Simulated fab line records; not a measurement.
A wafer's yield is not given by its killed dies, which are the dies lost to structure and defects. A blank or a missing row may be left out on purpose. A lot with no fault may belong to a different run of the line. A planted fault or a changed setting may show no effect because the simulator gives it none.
Matching of chambers :: flow nand-harc :: NHARC_A_CHANNEL_FILL_D1_CMP_10 on cmp-01 has 4 sister chambers
The step polishes, target thk 150 nm. 8 wafers are shown with their chamber, then 8 later ones without.

## WAFERS WITH THEIR CHAMBER
wafer: L082.1
chamber: 3
motor-current-A (A): 12.1
time-to-endpoint-s (s): 11.8

wafer: L082.4
chamber: 2
motor-current-A (A): 13.9
time-to-endpoint-s (s): 11.1

wafer: L083.4
chamber: 0
motor-current-A (A): 13.3
time-to-endpoint-s (s): 12.4

wafer: L083.5
chamber: 2
motor-current-A (A): 14.0
time-to-endpoint-s (s): 8.4

wafer: L087.1
chamber: 1
motor-current-A (A): 12.5
time-to-endpoint-s (s): 13.3

wafer: L087.5
chamber: 1
motor-current-A (A): 12.9
time-to-endpoint-s (s): 14.2

wafer: L087.6
chamber: 0
motor-current-A (A): 13.5
time-to-endpoint-s (s): 15.3

wafer: L089.3
chamber: 3
motor-current-A (A): 11.4
time-to-endpoint-s (s): 13.4

## WAFERS MISSING THEIR CHAMBER
wafer: L089.5
motor-current-A (A): 13.6
time-to-endpoint-s (s): 14.7

wafer: L089.6
motor-current-A (A): 12.7
time-to-endpoint-s (s): 13.0

wafer: L095.1
motor-current-A (A): 13.2
time-to-endpoint-s (s): 11.2

wafer: L095.2
motor-current-A (A): 13.5
time-to-endpoint-s (s): 15.2

wafer: L095.3
motor-current-A (A): 12.6
time-to-endpoint-s (s): 12.7

wafer: L096.1
motor-current-A (A): 10.9
time-to-endpoint-s (s): 12.9

wafer: L096.2
motor-current-A (A): 13.1
time-to-endpoint-s (s): 16.2

wafer: L096.6
motor-current-A (A): 10.9
time-to-endpoint-s (s): 13.5

## THE CHAMBER EACH PASSED THROUGH
wafer: L089.5
from the rows above: 0
in truth: 0

wafer: L089.6
from the rows above: can't be placed: 1 or 0
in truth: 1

wafer: L095.1
from the rows above: can't be placed: 0 or 1 or 2
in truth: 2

wafer: L095.2
from the rows above: can't be placed: 0 or 1
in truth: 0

wafer: L095.3
from the rows above: 1
in truth: 1

wafer: L096.1
from the rows above: 3
in truth: 3

wafer: L096.2
from the rows above: can't be placed: 0 or 1
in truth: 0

wafer: L096.6
from the rows above: 3
in truth: 3
Correctly placed: 4 of 8. Unplaceable from these rows: 4, with the true chamber sitting among the candidates in 4. Placed wrongly: 0.
How it was worked out, from the rows above alone: a wafer's distance from a chamber is the root of the sum, over the readings, of the square of ((its reading less the chamber's mean) divided by the reading's scatter). If the next closest chamber is less than 2 further off than the closest, the wafer can't be placed; otherwise it belongs to the closest. Each chamber's mean is taken over the wafers shown for it. The scatter: the root of (the sum of the squares of (reading less its chamber's mean) over the shown wafers, divided by (wafers less chambers)).
